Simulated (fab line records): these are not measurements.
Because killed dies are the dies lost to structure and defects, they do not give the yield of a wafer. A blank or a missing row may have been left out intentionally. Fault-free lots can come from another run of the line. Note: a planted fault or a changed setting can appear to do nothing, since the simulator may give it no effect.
fab line records ; flow n5_finfet
[record] lots = 7; wafers = 39
route steps=1938 shown MOL_CONTACT_COAG@562
start_h: start of the lot's first displayed wafer, in hours after the record's first day ; wait_h: hours from the lot's prior step to this one ; " repeats the value in the row above ; L1.1+2: one row covering several wafers at once ; - no value present, or no start provided ; * or withheld: withheld ; < > ~ a bound
route shown NAME@n: names a module that has steps shown in the file, with the first one's number in the route ; usual: mean and standard deviation over wafers with no fault ; same: alike in all rows ; chamber/n: place in a boat ; sites: each site's reading ; _std_site: the values' standard deviation ; _edge_site: outer sites' mean less inner sites' ; radius_mm: how far each site lies from the wafer's centre ; mask NAME#n: copy n ; behind: the last tool/chamber to shape the wafer ; hold: cause of the lot's hold/its duration in hours/its outcome ; device: whichever transistor did not switch (one of n, p or np) ; end of line: tests run on the same wafers once the route is complete ; for a step that has no rows: nothing shown but its recipe ; killed: count of dies lost to structure and defects at first sort (not the wafer's yield) ; map: the dies of a wafer, with x for killed, . for not killed, _ for no die there
set.NAME: the run value of the setting; set.NAME@STEP: its run value at that earlier step ; model.NAME: the simulator's own value behind a step, which no gauge read
lots run with intentionally changed settings; tables by step, rows by wafer
[[steps]]
[step N5_MOL_CONTACT_COAG_ALD_123]
[recipe] material = SiNx; target_thk_a = 50; temp_c = 400; ald_precursor_family = SiH2I2; ald_co_reactant = N2/H2-plasma; pulse_time_s = 1; purge_time_s = 2; co_reactant_purge_time_s = 2; ald_cycles = 100; pressure_torr = 2
lot.wafer;tool;chamber;start_h;wait_h;set.ald_cycles;model.SiNx_of_MOL_CONTACT_COAG_ALD_123.thk_nm
L074.1+3+4;ald_sin-01;2,0,1;98.09;0.1;112;5.6
L074.2+5+6;ald_sin-01;3,0,3;98.09;0.1;100;5
L077.1+2+3+4+5+6;ald_sin-01;1,2,0,3,1,2;113.70;0.1;100;5
L078.1+2+3;ald_sin-04;0,2,1;123.95;0.0;100;5
L079.1+2+5;ald_sin-03;0,1,0;127.26;0.0;100;5
L079.3+4+6;ald_sin-03;2,3,3;127.26;0.0;94;4.6
L084.1+2+3+4+5+6;ald_sin-01;3,0,2,1,3,0;155.17;0.0;100;5
L087.1+5+6;ald_sin-03;1,0,3;174.77;0.0;100;5
L087.2+3+4;ald_sin-03;3,2,0;174.77;0.0;84;4.2
L092.1+2+6;ald_sin-01;3,1,3;206.92;0.0;100;5
L092.3+4+5;ald_sin-01;0,2,0;206.92;0.0;111;5.6
[step N5_MOL_CONTACT_COAG_PECVD_31]
[recipe] material = SiO2; target_thk_a = 460; temp_c = 400; precursor = TEOS/O2; pressure_torr = 6.5; rf_w = withheld; teos_flow_sccm = withheld; gas = O2; flow_sccm = 2650; time_s = 8.9
[step N5_MOL_CONTACT_COAG_COAT_75]
[recipe] resist = SOC; temp_c = 250; time_s = 60; spin_rpm = 1500; resist_thk_nm = 60
[step N5_MOL_CONTACT_COAG_STRIP_120]
[recipe] chemistry = CHF3; resist = SiARC; rf_frequency_hz = 6e+07
[step N5_MOL_CONTACT_COAG_VIA_ETCH_117]
[recipe] chemistry = C4F6/O2; target_depth_a = 400; overetch_a = 80; mask_material = SOC; target = SiO2; bias_w = 455; pressure_mtorr = 10; time_s = 26; source_w = 325; Ar_flow_sccm = 300; C4F6_flow_sccm = 10; O2_flow_sccm = 10; ion_energy_ev = 575.3; ends = end_point
[step N5_MOL_CONTACT_COAG_ETCH_124]
[recipe] chemistry = CH3F/O2; target = SiNx; target_depth_a = 65; mask_material = SOC; stop_on = SiOC; over_etch_frac = 0.3; ion_energy_ev = 120; pressure_mtorr = 30; source_w = 395; bias_w = 73; Ar_flow_sccm = 150; CH3F_flow_sccm = 30; O2_flow_sccm = 20; ends = end_point
lot.wafer;tool;chamber;start_h;wait_h;set.ald_cycles@MOL_CONTACT_COAG_ALD_123;model.etch.depth_nm
L074.1;rie_diel-04;0;101.17;0.0;112;5.653
L074.2;rie_diel-04;2;101.17;0.0;100;5.04
L074.3;rie_diel-04;1;101.17;0.0;112;5.641
L074.4;rie_diel-04;3;101.17;0.0;112;5.625
L074.5;rie_diel-04;1;101.17;0.0;100;5.042
L074.6;rie_diel-04;0;101.17;0.0;100;5.046
L077.1;rie_diel-06;3;116.83;0.0;100;5.024
L077.2;rie_diel-06;2;116.83;0.0;100;5.066
L077.3;rie_diel-06;0;116.83;0.0;100;5.018
L077.4;rie_diel-06;2;116.83;0.0;100;5.013
L077.5;rie_diel-06;0;116.83;0.0;100;5.027
L077.6;rie_diel-06;3;116.83;0.0;100;5.084
L078.1;rie_diel-04;2;127.11;0.0;100;5.011
L078.2;rie_diel-04;3;127.11;0.0;100;5.022
L078.3;rie_diel-04;1;127.11;0.0;100;4.985
L079.1;rie_diel-04;1;130.05;0.0;100;4.982
L079.2;rie_diel-04;3;130.05;0.0;100;4.992
L079.3;rie_diel-04;2;130.05;0.0;94;4.663
L079.4;rie_diel-04;0;130.05;0.0;94;4.674
L079.5;rie_diel-04;1;130.05;0.0;100;4.955
L079.6;rie_diel-04;2;130.05;0.0;94;4.668
L084.1;rie_diel-02;3;158.51;0.0;100;5.011
L084.2;rie_diel-02;2;158.51;0.0;100;5.055
L084.3;rie_diel-02;1;158.51;0.0;100;5.039
L084.4;rie_diel-02;0;158.51;0.0;100;5.032
L084.5;rie_diel-02;2;158.51;0.0;100;5.036
L084.6;rie_diel-02;1;158.51;0.0;100;5.056
L087.1;rie_diel-06;3;178.28;0.0;100;5.035
L087.2;rie_diel-06;2;178.28;0.0;84;4.198
L087.3;rie_diel-06;0;178.28;0.0;84;4.2
L087.4;rie_diel-06;0;178.28;0.0;84;4.207
L087.5;rie_diel-06;3;178.28;0.0;100;5.009
L087.6;rie_diel-06;2;178.28;0.0;100;4.978
L092.1;rie_diel-02;2;209.65;0.0;100;4.998
L092.2;rie_diel-02;0;209.65;0.0;100;4.991
L092.3;rie_diel-02;3;209.65;0.0;111;5.543
L092.4;rie_diel-02;1;209.65;0.0;111;5.562
L092.5;rie_diel-02;1;209.65;0.0;111;5.56
L092.6;rie_diel-02;0;209.65;0.0;100;5.012
[[key]]
[split] step = N5_MOL_CONTACT_COAG_ALD_123; setting = ald_cycles; stated = 100; by = wafer
[response] step = N5_MOL_CONTACT_COAG_ALD_123; reading = model.SiNx_of_MOL_CONTACT_COAG_ALD_123.thk_nm; change = +0.0521; per = 1%; r = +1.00
[response] step = N5_MOL_CONTACT_COAG_ETCH_124; reading = model.etch.depth_nm; change = +0.0503; per = 1%; r = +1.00
